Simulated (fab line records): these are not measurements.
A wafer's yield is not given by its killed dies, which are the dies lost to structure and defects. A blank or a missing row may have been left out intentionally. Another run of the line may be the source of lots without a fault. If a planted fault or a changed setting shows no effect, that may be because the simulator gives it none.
Chamber matching	flow n5 finfet	N5_BEOL_M7_CURE_74 on uv cure-03: 3 sister chambers
The step cures SiCOH lowk, time 240 s. 6 wafers are shown with their chamber, then 9 later ones without.

== EACH WAFER AND ITS CHAMBER ==
wafer	chamber	wafer_temp_C_max	lamp power pct (%)
L076.5	2	385.8	52.38
L076.6	2	386.0	52.33
L081.4	1	386.3	52.23
L081.6	1	386.4	52.41
L089.5	0	385.6	52.45
L089.6	0	386.1	52.32

== WAFERS MISSING THEIR CHAMBER ==
wafer	wafer_temp_C_max	lamp power pct (%)
L090.2	386.3	52.30
L090.5	386.8	52.34
L090.6	386.5	52.24
L092.2	386.3	52.32
L092.3	385.9	52.35
L092.5	386.0	52.39
L094.1	386.0	52.28
L094.3	386.0	52.19
L094.5	386.1	52.34

== CHAMBER TAKEN BY EACH ==
wafer	from the rows above	in truth
L090.2	can't be placed: 1 or 2 or 0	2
L090.5	1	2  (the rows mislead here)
L090.6	can't be placed: 1 or 2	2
L092.2	can't be placed: 1 or 2 or 0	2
L092.3	can't be placed: 2 or 0 or 1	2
L092.5	can't be placed: 2 or 0 or 1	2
L094.1	can't be placed: 2 or 0 or 1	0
L094.3	can't be placed: 2 or 1 or 0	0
L094.5	can't be placed: 2 or 1 or 0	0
Placed correctly: 0 of 9. These rows do not allow placing 8 (true chamber among the candidates in 8). Number placed wrongly: 1.
How it was worked out, from the rows above alone: a wafer's distance from a chamber is the root of the sum, over the readings, of the square of ((its reading less the chamber's mean) divided by the reading's scatter). If the next closest chamber is less than 2 further off than the closest, the wafer can't be placed; otherwise it belongs to the closest. For every chamber, the mean is computed from those of its wafers that are shown. The scatter: the root of (the sum of the squares of (reading less its chamber's mean) over the shown wafers, divided by (wafers less chambers)).
